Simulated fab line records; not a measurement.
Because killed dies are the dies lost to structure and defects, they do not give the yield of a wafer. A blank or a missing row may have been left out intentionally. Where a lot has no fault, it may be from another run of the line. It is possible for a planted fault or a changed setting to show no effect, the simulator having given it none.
Chamber matching -- flow nand-harc -- 4 sister chambers for NHARC_A_CHANNEL_FILL_D2_ETCHBACK_20 on rie-diel-13
The step etches the open film in C4F8/O2/Ar, target depth 27 nm, time 13.5 s. 8 wafers are shown with their chamber, then 12 later ones without.

WAFERS, EACH WITH ITS CHAMBER
wafer,chamber,rf-vpp-V (V),oes-product-au (a.u.)
L087.2,3,973,0.921
L087.5,0,980,0.915
L088.1,3,973,1.002
L088.2,2,977,1.000
L088.4,0,979,1.002
L089.3,1,985,0.963
L089.4,1,986,0.967
L089.5,2,977,0.950

WAFERS WITHOUT THEIR CHAMBER
wafer,rf-vpp-V (V),oes-product-au (a.u.)
L092.2,974,1.003
L092.4,980,1.009
L092.5,980,1.013
L095.1,974,1.000
L095.2,988,1.015
L095.3,979,1.008
L095.4,977,1.007
L095.5,977,1.002
L095.6,988,1.010
L097.2,978,0.989
L097.3,987,1.000
L097.6,978,1.000

CHAMBER TAKEN BY EACH
wafer,from the rows above,in truth
L092.2,3,3
L092.4,0,0
L092.5,0,0
L095.1,3,3
L095.2,1,1
L095.3,0,0
L095.4,2,2
L095.5,2,2
L095.6,1,1
L097.2,can't be placed: 2 or 0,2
L097.3,1,1
L097.6,can't be placed: 2 or 0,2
10 of 12 placed correctly. Not placeable from these rows: 2 (in 2, the candidates include the true chamber). Placed wrongly: 0.
How it was worked out, from the rows above alone: a wafer's distance from a chamber is the root of the sum, over the readings, of the square of ((its reading less the chamber's mean) divided by the reading's scatter). The wafer belongs to the nearest chamber; if the next one is less than 2 further off, it can't be placed. For every chamber, the mean is computed from those of its wafers that are shown. How the scatter is found: for the shown wafers, subtract from each reading the mean of its chamber, square and add these, divide the total by (wafers less chambers), then take the root.
